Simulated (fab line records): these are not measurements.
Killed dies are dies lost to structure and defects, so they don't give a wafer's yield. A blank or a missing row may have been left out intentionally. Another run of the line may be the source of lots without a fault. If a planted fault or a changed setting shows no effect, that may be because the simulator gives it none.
Chamber matching	flow n5Finfet	4 sister chambers for N5_MOL_CONTACT_COAG_ETCH_47 on rieDiel-04
The step etches SiNx in CH3F/O2, stops on W, target depth 27 nm. 4 wafers are shown with their chamber, then 9 later ones without.

WAFERS WITH THEIR CHAMBER
wafer	chamber	showerheadPlenumPTorr (Torr)
L079.2	2	2.07
L086.2	0	1.91
L086.3	3	1.97
L086.5	1	1.90

WAFERS WITHOUT THEIR CHAMBER
wafer	showerheadPlenumPTorr (Torr)
L088.2	1.97
L088.4	1.91
L088.5	1.97
L092.1	2.06
L092.3	1.96
L092.4	2.06
L095.3	2.06
L095.5	2.06
L095.6	1.89

THE CHAMBER EACH PASSED THROUGH
wafer	from the rows above	in truth
L088.2	3	3
L088.4	can't be placed: 0 or 1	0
L088.5	3	3
L092.1	2	2
L092.3	3	3
L092.4	2	2
L095.3	2	2
L095.5	2	2
L095.6	can't be placed: 1 or 0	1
Correctly placed: 7 of 9. Cannot be placed on the basis of these rows: 2; the candidates contain the true chamber in 2. Placed wrongly: 0.
How it was worked out, from the rows above alone: a wafer's distance from a chamber is the root of the sum, over the readings, of the square of ((its reading less the chamber's mean) divided by the reading's scatter). The wafer belongs to the nearest chamber; if the next one is less than 2 further off, it can't be placed. The mean given for a chamber averages the wafers shown for that chamber. The scatter: root of mean squared gap, hidden wafer to nearest shown wafer, with one shown wafer a chamber.
